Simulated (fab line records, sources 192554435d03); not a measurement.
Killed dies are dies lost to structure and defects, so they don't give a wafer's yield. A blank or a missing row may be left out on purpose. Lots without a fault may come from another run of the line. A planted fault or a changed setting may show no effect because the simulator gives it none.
fab line records | flow n5_finfet | part 2 of 2: steps 23 to 30 of 30
record lots=5 wafers=15 last_day=16
route steps=1938 shown BEOL_M12@1617
lots that met no fault: from a run of the same line without faults
start_h: hours from the record's first day to the start of the lot's first wafer shown | wait_h: hours since the lot's step before | " the same as in the row above | L1.1+2: a row that stands for several wafers | - no value, or no start given | * or withheld: withheld | < > ~ a bound
route shown NAME@n: a module of which the file shows steps, and the number in the route of the first | usual: mean/standard deviation of fault-free wafers | same: alike in all rows | chamber/n: place in a boat | sites: the reading at each site | _std_site: their standard deviation | _edge_site: outer sites' mean less inner sites' | radius_mm: how far each site lies from the wafer's centre | mask NAME#n: copy n | behind: the tool/chamber that last shaped the wafer | hold: why the lot was held/for how many hours/how that ended | device: the transistor (n, p or np) that didn't switch | end of line: the same wafers' tests at the end of the route | a step without rows: its recipe alone | killed: dies lost to structure and defects at the first sort, not the wafer's yield | map: a wafer's dies, x killed, . not, _ none there
set.NAME: the setting as run; set.NAME@STEP: as run at that earlier step | model.NAME: the simulator's own value behind a step, which no gauge read
lots at some steps of the route; a table a step, a row a wafer
services: from which hour (start_h, from the record's first day; less than 0 if before it) a tool's chamber was out of use, for how many hours, and why
## steps
# step N5_BEOL_M12_TRENCH_ETCH_34
# recipe chemistry=C4F8/O2/Ar target=SiOC target_depth_a=3189.5 mask_material=SOC pressure_mtorr=30 source_w=3000 bias_w=700 Ar_flow_sccm=400 C4F8_flow_sccm=15 O2_flow_sccm=8 he_inner_torr=15 he_outer_torr=30 time_s=125.5 ion_energy_ev=250
# usual drypump_motor_current_A=5.6/0.56 oes_product_au=0.82/0.085 rf_vpp_V=665/3.1 showerhead_plenum_p_Torr=3.41/0.11 throttle_valve_pct=24.15/0.25
# columns lot.wafer tool chamber start_h wait_h drypump_motor_current_A oes_product_au rf_hours_counter_h rf_vpp_V showerhead_plenum_p_Torr throttle_valve_pct
L077.1 rie_diel-06 1 266.23 0.0 4.9 0.72 191 662 3.30 24.74
L077.3 " 0 " " 5.6 0.74 190 666 3.44 24.40
L077.6 " 1 " " 4.9 0.73 - 661 3.30 24.72
L085.1 rie_diel-01 2 297.38 0.0 6.4 0.79 110 667 3.46 23.89
L085.4 " 0 " " 4.9 0.77 150 661 3.28 24.27
L085.6 " 1 " " 5.1 0.71 - 666 3.37 24.09
L081.1 rie_diel-01 0 297.87 0.0 4.9 0.77 151 661 3.28 24.28
L081.2 " 1 " " 5.1 0.72 202 665 3.37 24.09
L081.4 " 2 " " 6.5 0.78 110 666 3.46 23.88
L088.1 rie_diel-01 1 315.39 0.0 5.1 0.71 208 666 3.37 24.08
L088.3 " 0 " " 4.9 0.76 158 662 3.27 24.28
L088.6 " 0 " " 4.9 0.77 - 662 3.27 24.29
L089.1 rie_diel-05 2 331.73 0.0 5.5 0.88 43 666 3.48 23.84
L089.2 " 0 " " 6.1 0.81 93 663 3.33 23.97
L089.3 " 1 " " 5.8 0.90 33 664 3.36 24.09
# step N5_BEOL_M12_STRIP_70
# recipe chemistry=C4F8/O2/Ar resist=SiARC rf_frequency_hz=6e+07
# columns lot.wafer tool chamber start_h wait_h
L077.1+3+6 rie_diel-06 1,0,1 266.34 0.1
L085.1+4+6 rie_diel-01 2,0,1 297.49 0.1
L081.1+2+4 rie_diel-01 0,1,2 297.98 0.1
L088.1+3+6 rie_diel-01 1,0,0 315.51 0.1
L089.1+2+3 rie_diel-05 2,0,1 331.84 0.1
# step N5_BEOL_M12_OCD_MEAS_35
# usual trench_depth_nm=319/3.5
# columns lot.wafer tool chamber start_h wait_h trench_depth_nm
L077.1 ocd-01 - 266.38 0.0 318
L077.3 " - " " 316
L077.6 " - " " 318
L085.1 ocd-02 - 297.53 0.0 321
L085.4 " - " " 321
L085.6 " - " " 320
L081.1 ocd-02 - 298.03 0.0 320
L081.2 " - " " 318
L081.4 " - " " 318
L088.1 ocd-01 - 315.55 0.0 318
L088.3 " - " " 322
L088.6 " - " " 323
L089.1 ocd-01 - 331.88 0.0 326
L089.2 " - " " 315
L089.3 " - " " 315
# step N5_BEOL_M12_STRIP_37
# recipe chemistry=N2/H2 power_w=1000 temp_c=250 h2_frac=0.65 overash_fraction=0.3 pressure_mtorr=withheld n2_flow_sccm=1750 h2_flow_sccm=3250
# usual drypump_motor_current_A=5.59/0.24 heater_power_w=333/17 oes_product_au=0.791/0.01
# columns lot.wafer tool chamber start_h wait_h drypump_motor_current_A heater_power_w oes_product_au rf_hours_counter_h
L077.1 plasma_asher-01 1 266.42 0.0 5.84 309 0.792 139
L077.3 " 1 " " 5.86 317 0.758 -
L077.6 " 1 " " 5.86 331 0.800 -
L085.1 plasma_asher-02 1 297.57 0.0 5.74 321 0.789 70
L085.4 " 1 " " 5.76 317 0.796 -
L085.6 " 1 " " 5.73 322 0.795 -
L081.1 plasma_asher-02 1 298.07 0.0 5.79 324 0.806 70
L081.2 " 0 " " 5.33 357 0.786 70
L081.4 " 0 " " 5.31 351 0.784 -
L088.1 plasma_asher-01 1 315.58 0.0 5.90 319 0.797 148
L088.3 " 1 " " 5.91 323 0.799 -
L088.6 " 1 " " 5.89 324 0.776 -
L089.1 plasma_asher-02 1 331.92 0.0 5.75 322 0.794 76
L089.2 " 0 " " 5.32 341 0.802 76
L089.3 " 1 " " 5.76 325 0.800 -
# step N5_BEOL_M12_ETCH_38
# recipe chemistry=CF4/N2 target=SiCN target_depth_a=687 taper_deg=2 time_s=73.4 ion_energy_ev=150 mask_material=SiO2 pressure_mtorr=40 source_w=430 bias_w=70 Ar_flow_sccm=100 cf4_flow_sccm=60 n2_flow_sccm=60
# usual drypump_motor_current_A=5.7/0.47 oes_product_au=0.83/0.087 rf_vpp_V=382.2/2 showerhead_plenum_p_Torr=2.21/0.07 throttle_valve_pct=15.35/0.29
# columns lot.wafer tool chamber start_h wait_h drypump_motor_current_A oes_product_au rf_hours_counter_h rf_vpp_V showerhead_plenum_p_Torr throttle_valve_pct
L077.1 rie_diel-05 3 266.67 - 6.0 0.69 235 383.0 2.26 15.87
L077.3 " 0 " " 6.1 0.83 68 380.6 2.15 15.14
L077.6 " 0 " " 6.1 0.84 - 382.2 2.15 15.16
L085.1 rie_diel-01 0 299.81 - 4.9 0.77 151 379.3 2.12 15.58
L085.4 " 1 " " 5.1 0.71 202 382.3 2.19 15.47
L085.6 " 1 " " 5.1 0.72 - 381.9 2.19 15.47
L081.1 rie_diel-05 0 301.63 - 6.1 0.82 79 380.4 2.15 15.17
L081.2 " 1 " " 5.8 0.93 19 381.7 2.17 15.21
L081.4 " 2 " " 5.6 0.90 30 384.5 2.25 14.98
L088.1 rie_diel-05 2 316.13 - 5.5 0.90 35 383.5 2.24 15.00
L088.3 " 1 " " 5.8 0.91 25 380.3 2.16 15.21
L088.6 " 2 " " 5.5 0.90 - 382.6 2.24 14.98
L089.1 rie_diel-06 1 340.70 - 4.9 0.71 215 379.5 2.11 15.94
L089.2 " 2 " " 6.6 0.89 46 385.8 2.34 15.15
L089.3 " 0 " " 5.6 0.74 214 381.1 2.20 15.60
# step N5_BEOL_M12_PRECLEAN_39
# recipe chemistry=residue_remover time_s=60 temp_c=40
# usual bath_guard_temp_C=39.9/0.56
# columns lot.wafer tool chamber start_h wait_h bath_guard_temp_C
L077.1 wet_bench-03 6 266.80 0.1 40.3
L077.3 " 4 " " 39.5
L077.6 " 7 " " 39.1
L085.1 wet_bench-02 5 299.94 0.1 39.7
L085.4 " 1 " " 40.0
L085.6 " 4 " " 39.9
L081.1 wet_bench-04 5 301.76 0.1 40.0
L081.2 " 1 " " 39.2
L081.4 " 4 " " 40.6
L088.1 wet_bench-04 6 316.26 0.1 39.5
L088.3 " 1 " " 39.5
L088.6 " 3 " " 40.0
L089.1 wet_bench-03 0 340.83 0.1 40.4
L089.2 " 3 " " 39.7
L089.3 " 4 " " 39.7
# step N5_BEOL_M12_SRD_40
# recipe time_s=30 temp_c=23 rinse_liquid=diw dry=n2_spin spin_rpm=1500 dry_time_s=30
# columns lot.wafer tool chamber start_h wait_h
L077.1+3+6 wet_bench-03 6,4,7 266.82 0.0
L085.1+4+6 wet_bench-02 5,1,4 299.96 0.0
L081.1+2+4 wet_bench-04 5,1,4 301.78 0.0
L088.1+3+6 wet_bench-04 6,1,3 316.28 0.0
L089.1+2+3 wet_bench-03 0,3,4 340.85 0.0
# step N5_BEOL_M12_DEGAS_41
# recipe ambient=vacuum temp_c=250 time_s=60
# usual heater_power_w=340/26 susceptor_temp_C=250.01/0.17
# columns lot.wafer tool chamber start_h wait_h heater_power_w susceptor_temp_C
L077.1 pvd_sputter-03 - 267.73 0.9 331 250.19
L077.3 " - " " 359 250.05
L077.6 " - " " 333 250.41
L085.1 pvd_sputter-03 - 300.24 0.3 334 250.15
L085.4 " - " " 325 249.75
L085.6 " - " " 364 250.02
L081.1 pvd_sputter-01 - 302.31 0.5 348 249.79
L081.2 " - " " 362 250.21
L081.4 " - " " 315 250.01
L088.1 pvd_sputter-03 - 316.66 0.4 363 250.32
L088.3 " - " " 325 249.73
L088.6 " - " " 314 249.74
L089.1 pvd_sputter-01 - 341.00 0.1 317 250.00
L089.2 " - " " 347 250.01
L089.3 " - " " 290 250.01
## services
# columns tool chamber start_h hours kind
rie_diel-05 - 242.12 2.8 pm
rie_diel-05 0 249.32 13.7 repair
rie_diel-06 3 249.67 - clean
rie_diel-06 3 249.67 - consumable_replace:focus_ring
rie_diel-06 3 249.67 - consumable_replace:showerhead
rie_diel-06 3 249.67 21.2 scheduled_down
rie_diel-06 3 249.67 21.2 vent_cycle
rie_diel-01 1 266.36 5.0 repair
krf_scanner-02 - 280.86 1.0 pm
krf_scanner-02 0 286.43 - calibration
krf_scanner-02 - 287.54 0.8 pm
plasma_asher-01 - 295.86 2.8 pm
rie_diel-05 3 319.94 - clean
rie_diel-05 3 319.94 - consumable_replace:focus_ring
rie_diel-05 3 319.94 23.7 scheduled_down
rie_diel-05 3 319.94 23.7 vent_cycle
litho_track-01 - 323.43 - consumable_replace:filter
rie_diel-06 - 323.83 2.8 pm
krf_scanner-02 - 329.22 0.5 repair
pvd_sputter-03 - 330.58 2.5 repair
pvd_sputter-03 - 333.25 7.2 repair
litho_track-02 - 334.97 - consumable_replace:filter
